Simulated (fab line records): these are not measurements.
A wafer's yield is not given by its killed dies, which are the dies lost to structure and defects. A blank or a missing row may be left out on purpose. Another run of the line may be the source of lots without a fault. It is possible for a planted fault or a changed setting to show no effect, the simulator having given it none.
Matching of chambers || flow n5_finfet || N5_BEOL_M7_ETCH_72 on rie_diel-03: 4 sister chambers
The step etches underlayer in N2/H2, target depth 6.5 nm, time 5.2 s. 16 wafers are shown with their chamber, then 8 later ones without.

EACH WAFER AND ITS CHAMBER
{"wafer": "L078.1", "chamber": 3, "drypump_motor_current_A (A)": 5.78, "showerhead_plenum_p_Torr (Torr)": 2.71, "throttle_valve_pct (%)": 17.51}
{"wafer": "L078.3", "chamber": 2, "drypump_motor_current_A (A)": 5.71, "showerhead_plenum_p_Torr (Torr)": 2.63, "throttle_valve_pct (%)": 17.92}
{"wafer": "L078.5", "chamber": 1, "drypump_motor_current_A (A)": 5.60, "showerhead_plenum_p_Torr (Torr)": 2.44, "throttle_valve_pct (%)": 18.15}
{"wafer": "L076.1", "chamber": 3, "drypump_motor_current_A (A)": 5.78, "showerhead_plenum_p_Torr (Torr)": 2.71, "throttle_valve_pct (%)": 17.48}
{"wafer": "L076.3", "chamber": 0, "drypump_motor_current_A (A)": 6.25, "showerhead_plenum_p_Torr (Torr)": 2.52, "throttle_valve_pct (%)": 18.19}
{"wafer": "L076.5", "chamber": 0, "drypump_motor_current_A (A)": 6.29, "showerhead_plenum_p_Torr (Torr)": 2.52, "throttle_valve_pct (%)": 18.14}
{"wafer": "L085.2", "chamber": 3, "drypump_motor_current_A (A)": 5.77, "showerhead_plenum_p_Torr (Torr)": 2.70, "throttle_valve_pct (%)": 17.54}
{"wafer": "L085.3", "chamber": 0, "drypump_motor_current_A (A)": 6.27, "showerhead_plenum_p_Torr (Torr)": 2.52, "throttle_valve_pct (%)": 18.19}
{"wafer": "L085.6", "chamber": 2, "drypump_motor_current_A (A)": 5.74, "showerhead_plenum_p_Torr (Torr)": 2.62, "throttle_valve_pct (%)": 17.97}
{"wafer": "L091.1", "chamber": 0, "drypump_motor_current_A (A)": 6.26, "showerhead_plenum_p_Torr (Torr)": 2.51, "throttle_valve_pct (%)": 18.23}
{"wafer": "L091.4", "chamber": 1, "drypump_motor_current_A (A)": 5.63, "showerhead_plenum_p_Torr (Torr)": 2.43, "throttle_valve_pct (%)": 18.20}
{"wafer": "L091.5", "chamber": 1, "drypump_motor_current_A (A)": 5.61, "showerhead_plenum_p_Torr (Torr)": 2.43, "throttle_valve_pct (%)": 18.21}
{"wafer": "L093.1", "chamber": 0, "drypump_motor_current_A (A)": 6.27, "showerhead_plenum_p_Torr (Torr)": 2.51, "throttle_valve_pct (%)": 18.22}
{"wafer": "L093.3", "chamber": 1, "drypump_motor_current_A (A)": 5.60, "showerhead_plenum_p_Torr (Torr)": 2.43, "throttle_valve_pct (%)": 18.23}
{"wafer": "L093.4", "chamber": 3, "drypump_motor_current_A (A)": 5.78, "showerhead_plenum_p_Torr (Torr)": 2.69, "throttle_valve_pct (%)": 17.58}
{"wafer": "L095.1", "chamber": 0, "drypump_motor_current_A (A)": 6.30, "showerhead_plenum_p_Torr (Torr)": 2.51, "throttle_valve_pct (%)": 18.23}

SIGNATURES (averages over the wafers above)
{"reading": "drypump_motor_current_A", "chamber 0": 6.2733, "chamber 1": 5.6100, "chamber 2": 5.7250, "chamber 3": 5.7775, "scatter within a chamber": 0.0154}
{"reading": "showerhead_plenum_p_Torr", "chamber 0": 2.5150, "chamber 1": 2.4325, "chamber 2": 2.6250, "chamber 3": 2.7025, "scatter within a chamber": 0.00677}
{"reading": "throttle_valve_pct", "chamber 0": 18.2000, "chamber 1": 18.1975, "chamber 2": 17.9450, "chamber 3": 17.5275, "scatter within a chamber": 0.0367}
Rule: for each reading, subtract the chamber's mean from the wafer's reading, divide by that reading's scatter and square the result; add these up over the readings and take the root, which gives the wafer's distance from the chamber. If the next closest chamber is less than 2 further off than the closest, the wafer can't be placed; otherwise it belongs to the closest. How the scatter is found: for the shown wafers, subtract from each reading the mean of its chamber, square and add these, divide the total by (wafers less chambers), then take the root.

WAFERS MISSING THEIR CHAMBER
{"wafer": "L095.2", "drypump_motor_current_A (A)": 5.73, "showerhead_plenum_p_Torr (Torr)": 2.61, "throttle_valve_pct (%)": 17.98}
{"wafer": "L095.3", "drypump_motor_current_A (A)": 5.60, "showerhead_plenum_p_Torr (Torr)": 2.42, "throttle_valve_pct (%)": 18.24}
{"wafer": "L094.2", "drypump_motor_current_A (A)": 5.75, "showerhead_plenum_p_Torr (Torr)": 2.61, "throttle_valve_pct (%)": 17.98}
{"wafer": "L094.3", "drypump_motor_current_A (A)": 6.27, "showerhead_plenum_p_Torr (Torr)": 2.51, "throttle_valve_pct (%)": 18.25}
{"wafer": "L094.6", "drypump_motor_current_A (A)": 5.80, "showerhead_plenum_p_Torr (Torr)": 2.69, "throttle_valve_pct (%)": 17.57}
{"wafer": "L097.2", "drypump_motor_current_A (A)": 5.80, "showerhead_plenum_p_Torr (Torr)": 2.69, "throttle_valve_pct (%)": 17.58}
{"wafer": "L097.4", "drypump_motor_current_A (A)": 5.72, "showerhead_plenum_p_Torr (Torr)": 2.61, "throttle_valve_pct (%)": 18.01}
{"wafer": "L097.5", "drypump_motor_current_A (A)": 5.57, "showerhead_plenum_p_Torr (Torr)": 2.42, "throttle_valve_pct (%)": 18.26}

THE CHAMBER EACH PASSED THROUGH
{"wafer": "L095.2", "from the rows above": 2, "in truth": 2}
{"wafer": "L095.3", "from the rows above": 1, "in truth": 1}
{"wafer": "L094.2", "from the rows above": 2, "in truth": 2}
{"wafer": "L094.3", "from the rows above": 0, "in truth": 0}
{"wafer": "L094.6", "from the rows above": 3, "in truth": 3}
{"wafer": "L097.2", "from the rows above": 3, "in truth": 3}
{"wafer": "L097.4", "from the rows above": 2, "in truth": 2}
{"wafer": "L097.5", "from the rows above": 1, "in truth": 1}
Correctly placed: 8 of 8. Left unplaced by these rows: 0. Placed wrongly: 0.
